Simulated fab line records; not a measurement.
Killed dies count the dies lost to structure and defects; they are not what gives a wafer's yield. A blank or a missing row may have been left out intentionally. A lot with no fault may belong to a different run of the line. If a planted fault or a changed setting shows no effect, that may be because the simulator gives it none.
8D (eight disciplines) problem report, filled in by code    flow nand-harc    the parts of the form that need people (team, actions taken, sign-off) are left out

## 1. THE PROBLEM
Wafers with no fault read 1000 nm with a standard deviation of 8.5, whereas thk-nm at NHARC_A_ONON_D2_THK_MEAS_14 reads a mean of 634 nm on 1 wafer of 1 lot. That is -43 standard deviations from the usual mean.
The step: measures by ellipsometry.
Seen first at day 15 22:57 on film-metro-01, wafer L414.5. The record has a number at this step for 38 wafers belonging to 13 lots. Rule for "out", or "out of limits": more than 4 standard deviations from the usual mean. All remaining wafers that have a number are taken as sound.

## 2. WHAT THIS IS AND IS NOT
question                     is                 is not
which readings at this step  thk-nm             -
which lots                   L414               L407, L408, L409, L410, L411, L413, L421, L425, L426, L427, L428, L429
which wafers of those lots   L414.5             L414.2
read on which gauges         film-metro-01      film-metro-02
when                         from day 15 22:57  up to then (19 sound wafers); but 18 sound wafers of L421, L425, L426, L427, L428, L429 came after

## 3. SUSPECTS, AND WHAT RULES EACH OUT
Counting: if a tool at a process step up to the reading ran every lot that is out, it stays a suspect. Sound lots after the first of them don't rule it out here, since some wafers of a struck lot are sound.
- the gauge at NHARC_A_ONON_D2_THK_MEAS_14: kept. All the wafers that are out were read on film-metro-01, and no step on other tools shows them out.
- pecvd-onon-02 at NHARC_A_ONON_D2_DEP_12 (target thk 1000 nm): kept. It ran the lot that is out, L414 (day 15 22:30); its last sound lot up to then is L411 (day 14 10:14).
What counting leaves: pecvd-onon-02 at NHARC_A_ONON_D2_DEP_12 and film-metro-01 at NHARC_A_ONON_D2_THK_MEAS_14.

## 4. THE CAUSE (what the simulator had put in)
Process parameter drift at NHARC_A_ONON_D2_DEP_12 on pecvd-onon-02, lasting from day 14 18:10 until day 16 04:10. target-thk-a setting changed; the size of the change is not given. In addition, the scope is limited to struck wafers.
2 suspects survive the count, and this tool is in that group.

## 5. THE EFFECT CHAIN, in route order
One row per reading whose mean, taken over the struck wafers that have a number, lies over 3 standard deviations from the usual. Readings are gone through only where the record gives a usual standard deviation; hours: the median, over the lots, of the time from a lot's start at the first step in this table giving one to that lot's start at this step; sigmas: the change measured in usual standard deviations.
hours  step                         reading  usual    on struck wafers  change  sigmas
0      NHARC_A_ONON_D2_THK_MEAS_14  thk-nm   1000 nm  634               -366    -43

## 6. HOW IT WOULD HAVE BEEN CAUGHT EARLIER
In this record the first reading out of limits at a measuring or inspecting step was taken at day 15 22:57, 29 hours after the fault began at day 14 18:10.
Tool readings at NHARC_A_ONON_D2_DEP_12 with a usual standard deviation given in the record: none out on any struck wafer, hence no alarm at a limit of 4 standard deviations on them.
The start of NHARC_A_ONON_D2_DEP_12 on pecvd-onon-02 came by day 15 22:57 for every one of the lots that are out (1). Had the tool been put on hold then, not one of them would have been saved.
